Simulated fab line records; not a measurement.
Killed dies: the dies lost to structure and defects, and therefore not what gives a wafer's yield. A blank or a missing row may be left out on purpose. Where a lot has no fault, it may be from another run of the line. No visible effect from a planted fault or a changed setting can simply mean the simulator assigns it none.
A single fault, viewed from 2 desks	flow n5Finfet	each desk has only its own numbers; what lay behind them comes last

METROLOGY DESK
What the gauges read, lot by lot, whatever tool the lot ran on: means of the sampled wafers that have a number. A lot is out of limits, marked OUT, if its mean lies more than 4 standard deviations from the usual mean; the brackets give that distance.
Columns: A = PMOS_HMC_BLK_OVL at N5_PMOS_HMC_CHANNEL_EPI_OVL_MEAS_10, usual 0.4 nm; B = thkNm at N5_FIN_SAQP_THK_MEAS_05, usual 37.9 nm
lot	first seen here	A	B
L162	day 1 17:19	1.5	37.6
L163	day 1 23:25	0.5	37.9
L164	day 2 05:22	0.0	37.5
L166	day 2 17:14	0.9	37.6
L168	day 3 05:20	1.0	35.3 (-5.3) OUT
L169	day 3 11:07	0.8	35.7 (-4.5) OUT
L175	day 4 23:10	0.2	38.5
L177	day 5 11:28	0.5	38.1
L178	day 5 17:21	1.5	38.5
L180	day 6 05:17	0.8	38.5
L182	day 6 16:58	0.6	37.6
L183	day 6 23:19	0.3	37.6
L184	day 7 04:59	0.8	37.9
L185	day 7 11:32	-0.7	37.7
This desk's finding: out of limits on L168, L169; first on L168, day 3 09:13 (thkNm at N5_FIN_SAQP_THK_MEAS_05). L162, L163, L164, L166, L175, L177, L178, L180, L182, L183, L184, L185: within limits.

THE TOOL OWNER'S DESK: pecvd-04
The tool's own readings at N5_FIN_SAQP_HM_DEP_03 (deposits SiNx from SiH4/NH3/N2, target thk 38 nm, time 33.6 s): means of the sampled wafers that have a number, for each lot that ran on this tool. A lot is out of limits, marked OUT, if its mean lies more than 4 standard deviations from the usual mean; the brackets give that distance.
Columns: A = chamberPressureTorr at N5_FIN_SAQP_HM_DEP_03, usual 1.500 Torr; B = heaterPowerW at N5_FIN_SAQP_HM_DEP_03, usual 745 W; C = showerheadPlenumPTorr at N5_FIN_SAQP_HM_DEP_03, usual 5.14 Torr; D = throttleValvePct at N5_FIN_SAQP_HM_DEP_03, usual 40.1 %
lot	first seen here	A	B	C	D
L164	day 2 09:07	1.500	714	5.06	40.7
L166	day 2 21:05	1.502	679	5.18	39.8
L168	day 3 09:07	1.498	624	5.14	40.0
L169	day 3 15:23	1.500	750	5.04	40.7
Result from this desk: across the 4 lots, nothing is out of limits.

ALL TOGETHER
L168, L169 would have let the metrology desk raise an alarm at day 3 09:13.
The tool owner's desk saw nothing out of limits.
The tool owner's desk has L168, L169 on record, within its limits.
Of the lots named, all ran N5_FIN_SAQP_HM_DEP_03 on pecvd-04.

WHAT WAS PUT IN BY THE SIMULATOR
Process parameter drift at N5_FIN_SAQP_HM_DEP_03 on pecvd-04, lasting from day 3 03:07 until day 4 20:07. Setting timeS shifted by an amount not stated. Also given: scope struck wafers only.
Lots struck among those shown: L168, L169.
Delay in hours, fault start to first out-of-limits reading, per desk: metrology desk 6.
